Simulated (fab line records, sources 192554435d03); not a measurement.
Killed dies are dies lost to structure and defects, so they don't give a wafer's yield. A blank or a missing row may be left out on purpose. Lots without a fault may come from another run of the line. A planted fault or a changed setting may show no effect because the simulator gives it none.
Chamber matching | flow n5_finfet | N5_STI_FIN_REVEAL_STRIP_24 on rie_diel-04: 4 sister chambers
The step strips in N2/H2, time 90 s. 4 wafers are shown with their chamber, then 7 later ones without.

WAFERS WITH THEIR CHAMBER
wafer  | chamber | showerhead_plenum_p_Torr (Torr)
L075.6 | 3       | 3.31
L091.3 | 1       | 3.49
L092.2 | 0       | 3.61
L092.4 | 2       | 3.37

WAFERS WITHOUT THEIR CHAMBER
wafer  | showerhead_plenum_p_Torr (Torr)
L092.6 | 3.49
L093.1 | 3.49
L093.4 | 3.37
L093.6 | 3.49
L096.2 | 3.48
L096.3 | 3.36
L096.5 | 3.36

WHICH CHAMBER EACH WENT THROUGH
wafer  | from the rows above | in truth
L092.6 | 1                   | 1
L093.1 | 1                   | 1
L093.4 | 2                   | 2
L093.6 | 1                   | 1
L096.2 | 1                   | 1
L096.3 | 2                   | 2
L096.5 | 2                   | 2
Placed correctly: 7 of 7. Can't be placed from these rows: 0. Placed wrongly: 0.
How it was worked out, from the rows above alone: a wafer's distance from a chamber is the root of the sum, over the readings, of the square of ((its reading less the chamber's mean) divided by the reading's scatter). The wafer belongs to the nearest chamber; if the next one is less than 2 further off, it can't be placed. A chamber's mean is the mean of its shown wafers. The scatter: with one shown wafer a chamber, the root of the mean of the squares of how far each hidden wafer lies from its nearest shown one.
